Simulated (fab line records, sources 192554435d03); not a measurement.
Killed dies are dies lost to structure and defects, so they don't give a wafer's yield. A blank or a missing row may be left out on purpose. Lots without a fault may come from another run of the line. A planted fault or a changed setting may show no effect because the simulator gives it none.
fab line records | flow n5_finfet
record lots=5 wafers=13 last_day=17
route steps=1938 shown BEOL_M3@1009 BEOL_M4@1021 PASSIVATION@1936
lots that met no fault: from a run of the same line without faults
start_h: hours from the record's first day to the start of the lot's first wafer shown | wait_h: hours since the lot's step before | " the same as in the row above | L1.1+2: a row that stands for several wafers | - no value, or no start given | * or withheld: withheld | < > ~ a bound
route shown NAME@n: a module of which the file shows steps, and the number in the route of the first | usual: mean/standard deviation of fault-free wafers | same: alike in all rows | chamber/n: place in a boat | sites: the reading at each site | _std_site: their standard deviation | _edge_site: outer sites' mean less inner sites' | radius_mm: how far each site lies from the wafer's centre | mask NAME#n: copy n | behind: the tool/chamber that last shaped the wafer | hold: why the lot was held/for how many hours/how that ended | device: the transistor (n, p or np) that didn't switch | end of line: the same wafers' tests at the end of the route | a step without rows: its recipe alone | killed: dies lost to structure and defects at the first sort, not the wafer's yield | map: a wafer's dies, x killed, . not, _ none there
set.NAME: the setting as run; set.NAME@STEP: as run at that earlier step | model.NAME: the simulator's own value behind a step, which no gauge read
lots at some steps of the route; a table a step, a row a wafer
services: from which hour (start_h, from the record's first day; less than 0 if before it) a tool's chamber was out of use, for how many hours, and why
## steps
# step N5_BEOL_M3_ANNEAL_95
# recipe temp_c=400 time_s=240 ambient=vacuum
# step N5_BEOL_M3_SPUTTER_96
# recipe material=Cu target_thk_a=45 temp_c=-20 chamber_pressure_pa=0.07 power_w=withheld time_s=8.29
# step N5_BEOL_M3_ECD_50
# recipe material=Cu target_thk_a=3000
# step N5_BEOL_M3_ANNEAL_51
# recipe temp_c=225 time_s=90 ambient=N2
# step N5_BEOL_M3_CMP_52
# recipe stop_on=SiOC t_overpolish_s=6.8 down_force_psi=1 platen_rpm=50 clearing_platen_down_force_psi=1.5 clearing_platen_rpm=50 post_cmp_clean=cu_alkaline target_thk_nm=40 clearing_platen_pad_velocity_m_s=0.99484 pad_velocity_m_s=0.99484
# step N5_BEOL_M3_PRE_CLEAN_60
# recipe gas=NH3/H2 time_s=15 temp_c=* rf_power_w=300
# step N5_BEOL_M3_CO_CAP_55
# recipe material=Co target_thk_a=20 temp_c=200 precursor=CCTBA/H2 pressure_torr=30 time_s=102.1
# step N5_BEOL_M3_PRE_CLEAN_56
# recipe gas=NH3 time_s=15 temp_c=withheld rf_power_w=300
# step N5_BEOL_M3_DEP_57
# recipe material=SiCN target_thk_a=80 temp_c=withheld precursor=3MS/NH3 pressure_torr=3 rf_w=202 time_s=14
# step N5_BEOL_M4_ILD_DEP_00
# recipe material=SiOC target_thk_a=790 temp_c=350 precursor=DEMS/O2 pressure_torr=5 rf_w=500 time_s=15.3
# usual heater_power_outer_w=232/41 heater_power_w=445/62 showerhead_plenum_p_Torr=5.685/0.013 throttle_valve_pct=11.8/0.49
# columns lot.wafer tool chamber start_h wait_h heater_power_outer_w heater_power_w showerhead_plenum_p_Torr since_wet_clean_h throttle_valve_pct model.SiOC_of_BEOL_M4_ILD_DEP_00.thk_nm
L429.1 pecvd-04 1 154.95 0.0 190 349 5.668 1403 12.3 79.8
L429.3 " 2 " " 283 508 5.694 2128 11.8 78
L429.4 " 1 " " 191 354 5.675 - 11.9 81.4
L433.1 pecvd-04 2 184.93 0.0 297 507 5.683 2158 11.6 79.8
L433.3 " 1 " " 160 314 5.692 1433 12.1 74.2
L433.5 " 2 " " 292 516 5.688 - 11.7 79.4
L437.1 pecvd-04 0 213.91 0.0 292 521 5.667 737 12.5 78.4
L437.4 " 0 " " 288 523 5.669 - 12.4 73.6
L440.1 pecvd-04 1 227.49 0.0 157 312 5.680 1475 12.1 79.8
L440.4 " 1 " " 157 313 5.679 - 12.2 73.2
L451.1 pecvd-01 0 295.04 0.0 266 478 5.712 1361 11.8 77.8
L451.3 " 1 " " 195 451 5.706 2086 11.8 78.2
L451.4 " 1 " " 197 449 5.697 - 11.8 78.8
# step N5_BEOL_M4_THK_MEAS_01
# recipe reads=SiOC_of_BEOL_M4_ILD_DEP_00
# usual M4_ILD_THK=79.7/1.1
# columns lot.wafer tool chamber start_h wait_h M4_ILD_THK[nm]
L429.1 film_metro-02 - 155.02 0.0 79.8
L429.3 " - " " 77.9
L429.4 " - " " 81.4
L433.1 film_metro-02 - 184.99 0.0 79.8
L433.3 " - " " 74.1
L433.5 " - " " 79.5
L437.1 film_metro-02 - 213.99 0.1 78.4
L437.4 " - " " 73.6
L440.1 film_metro-01 - 227.58 0.1 79.9
L440.4 " - " " 73.3
L451.1 film_metro-01 - 295.11 0.0 77.9
L451.3 " - " " 78.1
L451.4 " - " " 78.9
# step N5_BEOL_M4_PECVD_72
# recipe material=SiO2 target_thk_a=160 temp_c=400 precursor=TEOS/O2 pressure_torr=5.5 rf_w=450 teos_flow_sccm=53.8 gas=O2 flow_sccm=3000 time_s=18
# step N5_BEOL_M4_HM_DEP_02
# recipe material=TiN target_thk_a=200 temp_c=25 chamber_pressure_pa=0.49996
# step N5_BEOL_M4_COAT_61
# recipe resist=SOC temp_c=250 time_s=60 spin_rpm=1500 resist_thk_nm=60
# step N5_BEOL_M4_COAT_62
# recipe resist=SiARC temp_c=220 time_s=60 spin_rpm=1500 resist_thk_nm=12
# step N5_BEOL_M4_COAT_73
# recipe resist=underlayer temp_c=205 time_s=60 spin_rpm=1500 resist_thk_nm=5
# step N5_BEOL_M4_COAT_05
# recipe resist=CAR-EUV spin_rpm=1500 resist_thk_nm=30
# step N5_BEOL_M4_EBR_07
# recipe solvent=PGMEA ebr_width_mm=1.5
# step N5_BEOL_M4_SOFTBAKE_06
# recipe temp_c=110 time_s=60 resist=CAR-EUV
# step N5_BEOL_M4_EXPOSE_08
# recipe mask_id=M4 na=0.33 source_shape=dipole sigma_inner=0.369 sigma_outer=0.767 polarization=unpolarized dose_mj=41.25
# step N5_BEOL_M4_PEB_09
# recipe peb_temp_c=100 peb_time_s=60 resist=CAR-EUV
# step N5_BEOL_M4_DEVELOP_10
# recipe develop_time_s=30 developer=TMAH resist=CAR-EUV rinse_liquid=surfactant_rinse dry=air_spin dev_temp_c=23
# step N5_BEOL_M4_DESCUM_16
# recipe chemistry=O2 time_s=7 source_power_w=50 bias_power_w=20 pressure_mtorr=20 rf_frequency_hz=2.712e+07 temp_c=40 resist=CAR-EUV o2_flow_sccm=225
# step N5_BEOL_M4_ETCH_74
# recipe chemistry=N2/H2 target=underlayer target_depth_a=65 mask_material=CAR-EUV time_s=5.2 ion_energy_ev=200 pressure_mtorr=30 source_w=840 bias_w=150 n2_flow_sccm=200 h2_flow_sccm=200 ends=cleared
# step N5_BEOL_M4_ETCH_63
# recipe chemistry=CF4 target=SiARC target_depth_a=156 mask_material=CAR-EUV time_s=26 ion_energy_ev=80 pressure_mtorr=40 source_w=545 bias_w=36 Ar_flow_sccm=100 cf4_flow_sccm=100 ends=cleared
# step N5_BEOL_M4_ETCH_64
# recipe chemistry=N2/H2 target=SOC target_depth_a=750 overetch_a=225 mask_material=SiARC temp_c=40 time_s=121.9 ion_energy_ev=200 pressure_mtorr=30 source_w=840 bias_w=150 n2_flow_sccm=200 h2_flow_sccm=200
# step N5_BEOL_M4_STRIP_65
# recipe chemistry=N2/H2 temp_c=40 n2_flow_sccm=200 h2_flow_sccm=200 rf_frequency_hz=6e+07
# step N5_BEOL_M4_STRIP_75
# recipe chemistry=N2/H2 temp_c=40 n2_flow_sccm=200 h2_flow_sccm=200 rf_frequency_hz=6e+07
# step N5_BEOL_M4_STRIP_66
# recipe chemistry=CF4 resist=SiARC power_w=300 bias_power_w=75 pressure_mtorr=50 cf4_flow_sccm=150 rf_frequency_hz=6e+07
# step N5_BEOL_M4_HM_OPEN_17
# recipe chemistry=Cl2/BCl3 target_depth_a=200 overetch_a=60 target=TiN mask_material=SOC ion_energy_ev=150 pressure_mtorr=10 icp_w=1000 bias_w=126 Cl2_flow_sccm=53.25 bcl3_flow_sccm=21.75 Ar_flow_sccm=25
# step N5_BEOL_M4_STRIP_19
# recipe chemistry=O2 power_w=400 temp_c=40 pressure_mtorr=30 rf_frequency_hz=6e+07 bias_power_w=0 overash_fraction=0.2 o2_flow_sccm=225
# step N5_BEOL_M4_COAT_67
# recipe resist=SOC temp_c=250 time_s=60 spin_rpm=1500 resist_thk_nm=60
# step N5_BEOL_M4_COAT_68
# recipe resist=SiARC temp_c=220 time_s=60 spin_rpm=1500 resist_thk_nm=12
# step N5_BEOL_M4_COAT_76
# recipe resist=underlayer temp_c=205 time_s=60 spin_rpm=1500 resist_thk_nm=5
# step N5_BEOL_M4_COAT_22
# recipe resist=CAR-EUV spin_rpm=1500 resist_thk_nm=30
# step N5_BEOL_M4_CMP_52
# recipe stop_on=SiOC t_overpolish_s=6.8 down_force_psi=1 platen_rpm=50 clearing_platen_down_force_psi=1.5 clearing_platen_rpm=50 post_cmp_clean=cu_alkaline target_thk_nm=40 clearing_platen_pad_velocity_m_s=0.99484 pad_velocity_m_s=0.99484
# usual motor_current_A=5.92/0.3
# columns lot.wafer tool chamber start_h wait_h motor_current_A model.SiOC_of_BEOL_M4_ILD_DEP_00.thk_nm
L429.4 cmp-01 3 162.57 0.1 5.43 78.4
L429.3 " 0 " " 6.06 75
L429.1 " 2 " " 5.95 76.8
L433.3 cmp-03 3 195.14 0.2 6.10 71.2
L433.1 " 1 " " 5.73 76.8
L433.5 " 0 " " 5.65 76.4
L437.4 cmp-01 3 221.30 0.1 5.36 70.6
L437.1 " 2 " " 6.07 75.4
L440.1 cmp-01 0 242.48 0.5 5.81 76.8
L440.4 " 3 " " 5.30 70.2
L451.4 cmp-03 2 307.23 0.1 5.93 75.8
L451.1 " 0 " " 5.92 74.8
L451.3 " 1 " " 5.75 75.2
# step N5_BEOL_M4_RC_MEAS_101
# usual DIBL_N=37.5/1.9 DIBL_P=37.3/2.4 IOFF_N=0.18/0.038 IOFF_P=0.23/0.045 ION_N=677/11 ION_P=464/8.1 SS_N=72.0/0.68 SS_P=73.5/0.77 VT_N=249/3.3 VT_P=-249/3.6
# columns lot.wafer tool chamber start_h wait_h DIBL_N[mV/V] DIBL_P[mV/V] IOFF_N[nA/um] IOFF_P[nA/um] ION_N[uA/um] ION_P[uA/um] SS_N[mV/dec] SS_P[mV/dec] VT_N[mV] VT_P[mV]
L429.1 prober-01 0 163.18 0.0 39.4 38.4 0.23 0.23 677 451 72.3 74.0 244 -253
L429.3 " 0 " " 36.6 36.3 0.17 0.21 678 460 71.4 74.4 248 -250
L429.4 " 0 " " 36.1 34.8 0.17 0.20 673 462 72.6 73.4 249 -248
L433.1 prober-01 0 195.74 0.0 40.0 39.2 0.23 0.31 686 469 71.8 74.0 245 -245
L433.3 " 0 " " 37.8 37.0 0.19 0.25 692 471 71.0 73.4 248 -246
L433.5 " 0 " " 36.3 35.2 0.15 0.23 685 474 70.9 73.3 249 -250
L437.1 prober-02 0 221.96 0.0 37.9 39.0 0.19 0.26 678 470 72.0 74.5 249 -248
L437.4 " 0 " " 37.7 37.4 0.19 0.24 674 467 72.3 74.2 252 -247
L440.1 prober-02 0 243.19 0.0 36.2 34.9 0.16 0.18 672 463 72.3 72.7 252 -250
L440.4 " 0 " " 35.9 36.6 0.15 0.22 672 459 71.5 73.7 250 -248
L451.1 prober-02 0 307.83 0.0 38.2 37.7 0.18 0.24 672 461 71.5 73.0 250 -248
L451.3 " 0 " " 39.7 39.7 0.22 0.29 684 474 72.2 74.1 246 -245
L451.4 " 0 " " 36.5 34.3 0.14 0.19 650 451 71.6 72.7 254 -252
# step N5_PASSIVATION_PROBE_49
# usual defect_limited_yield=91.2/1.5 killed_at_M0_to_M3=31/10 killed_at_M4_up=15/5.9 killed_at_contacts=13/6 killed_at_front_end=41/11 killed_at_other=4/3.1 killed_dies=104/18 killed_open=68/13 killed_short=33/8.1 sort_bin_5_function=5.1/1.1 sort_bin_6_memory=3.2/0.69 sort_n_pass=1076/18 sort_yield_pct=91.2/1.5
# same gross_dies=1180 killed_at_back_side=0 sort_bin_4_leakage[%]=0 sort_bin_8_speed[%]=0
# columns lot.wafer tool chamber start_h wait_h defect_limited_yield[%] killed_at_M0_to_M3 killed_at_M4_up killed_at_contacts killed_at_front_end killed_at_other killed_dies killed_open killed_short sort_bin_5_function[%] sort_bin_6_memory[%] sort_n_pass sort_yield_pct[%]
L429.1 prober-02 - 275.47 0.9 91.7 29 17 8 37 7 98 61 37 4.9 3.1 1082 91.7
L429.3 prober-02 - 275.57 1.0 92.4 23 15 14 35 3 90 64 26 5.1 2.3 1090 92.4
L429.4 prober-02 - 275.62 1.0 92.7 18 20 10 33 5 86 55 31 3.9 3.1 1094 92.7
L437.4 prober-02 - 310.69 0.2 93.7 36 5 6 25 2 74 51 22 2.7 3.4 1106 93.7
# killed by level:class
L429.1 FIN_SAQP:geometric_particle:open=19 MOL_CONTACT_COAG:geometric_particle:open=7 BEOL_M4:geometric_particle:open=7 BEOL_M3:geometric_particle:open=7 BEOL_M4:geometric_particle:short=7 FIN_SAQP:geometric_particle:short=6 BEOL_M0_SAQP:geometric_particle:short=6 BEOL_M0_SAQP:geometric_particle:open=6
L429.3 MOL_CONTACT_COAG:geometric_particle:open=11 FIN_SAQP:geometric_particle:open=10 FIN_SAQP:geometric_particle:short=9 BEOL_M3:geometric_particle:open=8 BEOL_M4:geometric_particle:open=6 STI_FIN_REVEAL:geometric_particle:open=5 MOL_CONTACT_COAG:geometric_particle:short=3 BEOL_M0_SAQP:geometric_particle:open=3
L429.4 BEOL_M3:geometric_particle:open=8 BEOL_M4:geometric_particle:open=7 FIN_SAQP:geometric_particle:open=6 MOL_CONTACT_COAG:geometric_particle:open=6 STARTING-WAFER:geometric_particle:short=6 FIN_SAQP:geometric_particle:short=4 MOL_CONTACT_COAG:geometric_particle:short=4 STARTING-WAFER:geometric_particle:open=4
L437.4 BEOL_M3:geometric_particle:open=16 BEOL_M0_SAQP:geometric_particle:open=6 FIN_SAQP:geometric_particle:open=5 STI_FIN_REVEAL:geometric_particle:open=4 GATE_CUT:geometric_particle:short=4 MOL_CONTACT_COAG:geometric_particle:open=4 BEOL_M1:geometric_particle:open=4 BEOL_M4:geometric_particle:open=4
## services
# columns tool chamber start_h hours kind
cmp-01 - 133.53 1.5 repair
pecvd-01 2 134.20 5.5 scheduled_down
pecvd-04 0 148.47 4.6 scheduled_down
pecvd-04 1 155.20 2.1 scheduled_down
cmp-03 - 168.10 0.7 repair
pecvd-04 2 175.10 8.4 repair
pecvd-01 - 191.73 2.8 pm
pecvd-04 2 206.30 5.5 scheduled_down
pecvd-01 - 214.00 0.6 repair
cmp-03 - 227.22 4.0 pm
cmp-03 - 231.22 - consumable_replace:conditioner
cmp-03 - 231.22 - consumable_replace:pad
pecvd-01 1 250.87 5.5 scheduled_down
pecvd-04 - 253.34 2.8 pm
pecvd-01 0 264.28 6.5 repair
cmp-01 - 268.17 8.4 pm
pecvd-04 - 286.11 7.2 repair
cmp-01 - 287.48 6.5 pm
## key
first_sign step=N5_BEOL_M4_THK_MEAS_01 reading=M4_ILD_THK direction=down sigmas=5.3 usual=79.7 struck=73.6
effect none on later readings
model_effect step=N5_BEOL_M4_ILD_DEP_00 value=SiOC_of_BEOL_M4_ILD_DEP_00.thk_nm without=79.8 struck=73.67
model_effect step=N5_BEOL_M4_CMP_52 value=SiOC_of_BEOL_M4_ILD_DEP_00.thk_nm without=76.8 struck=70.67
met_at N5_BEOL_M4_ILD_DEP_00
struck_wafers L433.3,L437.4,L440.4
onset_between 154.95 184.93
fault kind=process_parameter_drift tool=pecvd-04 chamber=- onset_h=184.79 steps=N5_BEOL_M4_ILD_DEP_00 channel=time_s offset=* shape=step end_h=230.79 scope=struck_wafers_only acts_in=* stated=*
